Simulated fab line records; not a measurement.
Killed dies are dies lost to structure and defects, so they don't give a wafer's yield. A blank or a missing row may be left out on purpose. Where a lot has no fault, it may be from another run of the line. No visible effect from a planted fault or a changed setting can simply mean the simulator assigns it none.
Comparing a struck lot with a sound one -- flow n5_finfet -- 20 out of 1938 route steps
Sound: these wafers, L721.3, L721.4, L721.5. The struck wafers were L723.1, L723.4, L723.6. The cause is named last.
Each step with rows lists, per side, the tool, then ch with its chambers, then its first start. Under that, the readings that differ: sound wafers -- struck wafers -- difference of the means -- sigmas: that difference in standard deviations of wafers without a fault.
alike: readings with means less than 2 such deviations apart, plus words and numbers identical on both sides. not compared: withheld readings, readings lacking a value on some wafer, bounds such as >300 that could conceal the same value, and numbers that have no deviation in the record and whose values overlap.
A row with sigmas, a row that says differs or no value, or rows on one side alone: a step with any of these is where the two part. Numbers that don't overlap but have no deviation are shown without sigmas and don't part them. A reading missing from all wafers of one side parts the sides only when that side holds two or more wafers.

first, 1 step without rows for these wafers: N5_BEOL_M0_SAQP_DESCUM_19 (chemistry O2, time 7.9 s).
N5_BEOL_M0_SAQP_ETCH_83: etches SiARC in CF4, target depth 39 nm, time 65 s.
  sound on rie_diel-05 ch 0,1,3, day 6 19:46; struck on rie_diel-06 ch 1,2,3, day 7 13:28
  alike: drypump_motor_current_A, etch_rf_on_time_s, oes_product_au, rf_fwd_power_W, rf_vpp_V, showerhead_plenum_p_Torr, throttle_valve_pct
  not compared: rf_hours_counter_h
then, 4 steps without rows for these wafers: N5_BEOL_M0_SAQP_ETCH_84 (etches SOC in N2/H2, target depth 100 nm, overetch 20 nm, time 150 s); N5_BEOL_M0_SAQP_STRIP_80 (strips in N2/H2); N5_BEOL_M0_SAQP_HM_OPEN_112 (chemistry CHF3/O2, target SiO2, stops on a-Si, target depth 12 nm, time 13.5 s); N5_BEOL_M0_SAQP_STRIP_113 (strips in CHF3/O2).
N5_BEOL_M0_SAQP_MANDREL_ETCH_20: etches a-Si in HBr/Cl2, stops on SiNx, target depth 60 nm, bt time 10 s, time 30 s.
  sound on rie_si-03 ch 0,3, day 6 20:01; struck on rie_si-04 ch 1,3, day 7 13:42
reading,sound,struck,difference,sigmas
rf_fwd_power_W (W),790.7 791.9 792.1,801.6 794.5 794.0,+5.1,+2
  alike: drypump_motor_current_A, mfc_cl2_sccm, oes_product_au, throttle_valve_pct
  not compared: rf_hours_counter_h
N5_BEOL_M0_SAQP_STRIP_86: strips in N2/H2.
  sound on rie_diel-05 ch 1,2, day 6 20:07; struck on rie_diel-06 ch 0,1,3, day 7 13:48
  alike: drypump_motor_current_A, oes_product_au, rf_vpp_V, showerhead_plenum_p_Torr, temp_c, throttle_valve_pct
  not compared: rf_hours_counter_h
then, 2 steps without rows for these wafers: N5_BEOL_M0_SAQP_STRIP_115 (strips in post etch residue remover, time 60 s); N5_BEOL_M0_SAQP_SRD_93 (time 30 s).
N5_BEOL_M0_SAQP_RECESS_114: chemistry HF/NH3, target SiO2, target depth 14.4 nm, afs cycles 3, sublimation time 60 s.
  sound on vapor_etch-01 ch 0,1, day 6 20:22; struck on vapor_etch-02 ch 0,1, day 7 13:56
reading,sound,struck,difference,sigmas
temp_c (C),29.98 29.61 29.75,30.16 29.96 30.04,+0.27,+2
  alike: drypump_motor_current_A, foreline_p_Torr
then, 1 step without rows for these wafers: N5_BEOL_M0_SAQP_SPACER1_ALD_98 (deposits SiO2, target thk 12.8 nm, pulse time 1 s, purge time 2 s).
N5_BEOL_M0_SAQP_SPACER1_ETCHBACK_99: etches SiO2 in CHF3/O2, target depth 15.4 nm, time 7.7 s.
  sound on rie_diel-01 ch 2,3, day 6 21:44; struck on rie_diel-06 ch 1,2,3, day 7 14:47
  no value came back on the struck wafers for any of 8 readings (CHF3_flow_sccm (sccm), O2_flow_sccm (sccm) and others); on the sound wafers CHF3_flow_sccm (sccm) reads 49.92 49.95 50.15
  not compared: rf_hours_counter_h
N5_BEOL_M0_SAQP_MANDREL1_REMOVE_100: chemistry HBr/Cl2/O2, target a-Si, stops on SiNx, bt time 10 s.
  sound on rie_si-03 ch 1,2,3, day 6 21:49; struck on rie_si-05 ch 0,1, day 7 14:53
reading,sound,struck,difference,sigmas
oes_product_au (a.u.),0.989 1.021 0.990,0.380 0.376 0.382,-0.621,-33
  alike: drypump_motor_current_A, mfc_cl2_sccm, rf_fwd_power_W, throttle_valve_pct
  not compared: rf_hours_counter_h
N5_BEOL_M0_SAQP_CD_MEAS_25 targets a cd of 13.1 nm.
  sound on cd_sem-01 ch 0, day 6 21:56; struck on cd_sem-03 ch 0, day 7 14:59
reading,sound,struck,difference,sigmas
cd_nm (nm),12.53 12.58 13.17,- - -,no value on the struck wafers,
N5_BEOL_M0_SAQP_ETCH_101: etches SiNx in CH3F/O2, target depth 29.9 nm, time 42.7 s.
  sound on rie_diel-06 ch 1,3, day 6 21:58; struck on rie_diel-01 ch 0,1,3, day 7 15:07
reading,sound,struck,difference,sigmas
oes_product_au (a.u.),0.72 0.72 0.75,0.26 0.27 0.29,-0.46,-7
  alike: drypump_motor_current_A, rf_fwd_power_W, rf_vpp_V, showerhead_plenum_p_Torr, throttle_valve_pct
  not compared: rf_hours_counter_h
N5_BEOL_M0_SAQP_ETCH_102: etches SiO2 in CF4, target depth 4 nm, time 4.4 s.
  sound on rie_si-04 ch 0,1,3, day 6 22:04; struck on rie_si-04 ch 1,2, day 7 15:13
  alike: drypump_motor_current_A, oes_product_au, rf_fwd_power_W, throttle_valve_pct
  not compared: rf_hours_counter_h
N5_BEOL_M0_SAQP_MANDREL_ETCH_103: etches a-Si in HBr/Cl2, stops on SiCN, target depth 45 nm, bt time 10 s, time 27 s.
  sound on rie_si-04 ch 0,1,3, day 6 22:07; struck on rie_si-04 ch 1,2, day 7 15:15
reading,sound,struck,difference,sigmas
oes_product_au (a.u.),0.688 0.682 0.685,0.280 0.293 0.296,-0.395,-33
throttle_valve_pct (%),34.7 35.1 34.9,36.0 36.6 36.6,+1.5,+3
  alike: drypump_motor_current_A, mfc_cl2_sccm, rf_fwd_power_W
  not compared: rf_hours_counter_h
then, 1 step without rows for these wafers: N5_BEOL_M0_SAQP_RECESS_104 (chemistry HF/NH3, target SiO2, target depth 18 nm, afs cycles 3, sublimation time 60 s).
N5_BEOL_M4_RC_MEAS_101:
  the record has rows for the sound wafers here (prober-01 ch 0, day 9 00:59) and none for the struck ones

WHERE THEY PART
Earliest at N5_BEOL_M0_SAQP_MANDREL_ETCH_20; latest, in this record, at N5_BEOL_M4_RC_MEAS_101.

WHY: what had been put in by the simulator
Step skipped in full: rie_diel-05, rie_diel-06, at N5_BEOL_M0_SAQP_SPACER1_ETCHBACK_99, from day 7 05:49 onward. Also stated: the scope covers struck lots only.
